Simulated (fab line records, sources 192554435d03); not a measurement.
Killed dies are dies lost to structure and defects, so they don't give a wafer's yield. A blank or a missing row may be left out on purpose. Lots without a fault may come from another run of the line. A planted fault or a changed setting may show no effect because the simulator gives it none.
Chamber matching | flow n5_finfet | N5_DUMMY_GATE_ETCH_31 on rie_diel-03: 4 sister chambers
The step etches SiO2 in C4F6/O2, target depth 82.5 nm, time 27.5 s. 8 wafers are shown with their chamber, then 9 later ones without.

WAFERS WITH THEIR CHAMBER
wafer  | chamber | drypump_motor_current_A (A) | showerhead_plenum_p_Torr (Torr)
L081.5 | 1       | 5.7                         | 2.83
L082.1 | 2       | 6.4                         | 2.85
L082.2 | 1       | 5.7                         | 2.83
L087.3 | 0       | 6.1                         | 2.95
L087.6 | 0       | 6.1                         | 2.95
L089.4 | 3       | 6.6                         | 3.03
L089.5 | 3       | 6.5                         | 3.03
L089.6 | 2       | 6.4                         | 2.84

WAFERS WITHOUT THEIR CHAMBER
wafer  | drypump_motor_current_A (A) | showerhead_plenum_p_Torr (Torr)
L090.1 | 6.2                         | 2.95
L090.2 | 5.7                         | 2.82
L090.5 | 6.1                         | 2.95
L092.2 | 6.4                         | 2.84
L092.5 | 6.1                         | 2.94
L092.6 | 6.6                         | 3.02
L095.1 | 6.1                         | 2.94
L095.3 | 5.7                         | 2.82
L095.4 | 6.6                         | 3.02

WHICH CHAMBER EACH WENT THROUGH
wafer  | from the rows above | in truth
L090.1 | 0                   | 0
L090.2 | 1                   | 1
L090.5 | 0                   | 0
L092.2 | 2                   | 2
L092.5 | 0                   | 0
L092.6 | 3                   | 3
L095.1 | 0                   | 0
L095.3 | 1                   | 1
L095.4 | 3                   | 3
Placed correctly: 9 of 9. Can't be placed from these rows: 0. Placed wrongly: 0.
How it was worked out, from the rows above alone: a wafer's distance from a chamber is the root of the sum, over the readings, of the square of ((its reading less the chamber's mean) divided by the reading's scatter). The wafer belongs to the nearest chamber; if the next one is less than 2 further off, it can't be placed. A chamber's mean is the mean of its shown wafers. The scatter: the root of (the sum of the squares of (reading less its chamber's mean) over the shown wafers, divided by (wafers less chambers)).
